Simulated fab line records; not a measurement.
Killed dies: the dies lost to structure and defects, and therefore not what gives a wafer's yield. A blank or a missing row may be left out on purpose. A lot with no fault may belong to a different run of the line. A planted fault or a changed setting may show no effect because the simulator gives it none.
A lot that was struck, set against a sound lot / flow nand_harc / 25 steps out of a route of 1302
Sound: these wafers, L697.1, L697.2, L697.6. Wafers struck: L688.1, L688.3, L688.6. The cause comes at the end.
Each step with rows lists, per side, the tool, then ch with its chambers, then its first start. Under that, the readings that differ: sound wafers / struck wafers / difference of the means / sigmas: that difference in standard deviations of wafers without a fault.
alike: readings with means less than 2 such deviations apart, plus words and numbers identical on both sides. not compared: withheld readings, readings lacking a value on some wafer, bounds such as >300 that could conceal the same value, and numbers that have no deviation in the record and whose values overlap.
The two part at a step that has a row with sigmas, a row that says differs or no value, or rows on one side only. Numbers that don't overlap but have no deviation are shown without sigmas and don't part them. A reading that every wafer of one side lacks parts them only if that side has two wafers or more.

first, 1 step without rows for these wafers: NHARC_P_M1_SRD_25.
NHARC_P_M1_INSPECT_27:
  sound: defect_inspect-01 at day 13 14:03; struck: defect_inspect-02 at day 10 00:53
  alike: raw_defect_count
NHARC_P_M1_PRE_CLEAN_32: time 12 s.
  sound on pecvd-03 ch 0,2, day 13 14:07; struck on pecvd-04 ch 1,2, day 10 00:58
  alike: heater_power_w
NHARC_P_M1_DEP_33: deposits SiCN, target thk 30 nm.
  sound on pecvd-03 ch 0,2, day 13 14:11; struck on pecvd-04 ch 1,2, day 10 01:02
  alike: heater_power_w
then, 7 steps without rows for these wafers: NHARC_P_M2_DEP_00 (deposits SiOC, target thk 182.5 nm); NHARC_P_M2_DEHYDRATE_01 (time 120 s); NHARC_P_M2_HMDS_02 (time 30 s); NHARC_P_M2_COAT_34 (time 65 s); NHARC_P_M2_COAT_03 (resist thk 90 nm); NHARC_P_M2_SOFTBAKE_04 (time 55 s); NHARC_P_M2_EBR_05.
NHARC_P_M2_EXPOSE_06: exposes mask P M2, target cd 170 nm.
  sound on arfi_scanner-02 ch 0, day 13 15:19; struck on arfi_scanner-03 ch 0, day 10 02:01
reading=exposure_dose_mJ_cm2; sound=80.71 80.62 80.72; struck=83.33 83.44 83.27; difference=+2.66; sigmas=+27
  alike: mask
then, 2 steps without rows for these wafers: NHARC_P_M2_PEB_07 (peb time 65 s); NHARC_P_M2_DEVELOP_08 (develop time 35 s).
NHARC_P_M2_CD_MEAS_09: target cd 170 nm.
  sound on cd_sem-01 ch 0, day 13 15:27; struck on cd_sem-03 ch 0, day 10 02:10
reading=cd_nm (nm); sound=170.2 169.6 169.2; struck=171.4 171.5 171.4; difference=+1.8; sigmas=+3
NHARC_P_M2_OVL_MEAS_10: pitch 340 nm.
  sound: overlay-01 at day 13 15:32; struck: overlay-02 at day 10 02:15
  alike: overlay_x_nm, overlay_y_nm
NHARC_P_M2_INSPECT_11:
  sound: defect_inspect-01 at day 13 15:35; struck: defect_inspect-01 at day 10 02:17
  alike: raw_defect_count
NHARC_P_M2_DESCUM_14: chemistry O2, time 3 s.
  sound on rie_diel-07 ch 1,3, day 13 15:39; struck on rie_diel-05 ch 0,1,3, day 10 02:22
reading=model.P_M2.cd_nm (nm); sound=169.5 170.1 168.9; struck=171.1 171.6 171.2; difference=+1.8; sigmas=
  alike: drypump_motor_current_A, oes_product_au, rf_vpp_V, showerhead_plenum_p_Torr, throttle_valve_pct
  not compared: rf_hours_counter_h
NHARC_P_M2_ETCH_35: etches the open film in N2/H2, target depth 40 nm, overetch 12 nm, time 43.94 s.
  sound on rie_diel-07 ch 0,1,3, day 13 15:44; struck on rie_diel-05 ch 1,2,3, day 10 02:26
  alike: drypump_motor_current_A, oes_product_au, rf_vpp_V, showerhead_plenum_p_Torr, throttle_valve_pct
  not compared: rf_hours_counter_h
NHARC_P_M2_ETCH_15: etches the open film in C4F8/Ar, target depth 182.5 nm, time 91.2 s.
  sound: rie_diel-07 ch 0,1,2; struck: rie_diel-05 ch 0,1,3
  alike: oes_product_au, rf_vpp_V
  not compared: rf_hours_counter_h
NHARC_P_M2_CD_MEAS_16:
  sound: cd_sem-02 at day 13 15:56; struck: cd_sem-01 at day 10 02:40
reading=cd_nm (nm); sound=168.7 170.4 168.5; struck=170.7 171.8 170.9; difference=+1.9; sigmas=+2
NHARC_P_M2_STRIP_18: strips in N2/H2.
  sound on rie_diel-10 ch 0,2,3, day 13 16:01; struck on rie_diel-10 ch 0,1,3, day 10 02:46
  alike: drypump_motor_current_A, oes_product_au, rf_vpp_V, showerhead_plenum_p_Torr, throttle_valve_pct
  not compared: rf_hours_counter_h
NHARC_P_M2_ETCH_28: etches the open film in CF4/N2, target depth 30 nm, time 72.99 s.
  sound: rie_diel-10 ch 0,1,2; struck: rie_diel-10 ch 0,1
reading=model.P_M2.cd_nm (nm); sound=169.4 169.9 169.1; struck=170.1 171.1 171; difference=+1.3; sigmas=
  alike: drypump_motor_current_A, oes_product_au, rf_vpp_V, showerhead_plenum_p_Torr, throttle_valve_pct
  not compared: rf_hours_counter_h
then, 1 step without rows for these wafers: NHARC_P_M2_STRIP_19 (strips in post etch residue remover, time 600 s).
-- the record jumps here: 18 days lie between the struck wafers' starts before and after (it left off in module P_M2 and takes up again in module END, whose first step shown is number 1302 of the route) --
NHARC_END_SORT_01:
  sound on prober-02 ch 0, day 31 19:36; struck on prober-01 ch 0, day 28 04:53
reading=defect_limited_yield (%); sound=83.5 85.1 86.4; struck=93.6 93.9 93.6; difference=+8.7; sigmas=+3
reading=killed_at_array; sound=103 94 85; struck=33 38 41; difference=-57; sigmas=-3
reading=killed_dies; sound=112 101 92; struck=43 41 43; difference=-59; sigmas=-3
  alike: killed_at_other, killed_at_periphery, killed_open, killed_short

WHERE THEY PART
At NHARC_P_M2_EXPOSE_06 first; at NHARC_END_SORT_01 last (within this record only).

WHY: what had been put in by the simulator
Process parameters drifting: arfi_scanner-03 at NHARC_P_M2_EXPOSE_06, beginning at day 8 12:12. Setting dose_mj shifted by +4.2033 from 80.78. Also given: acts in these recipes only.
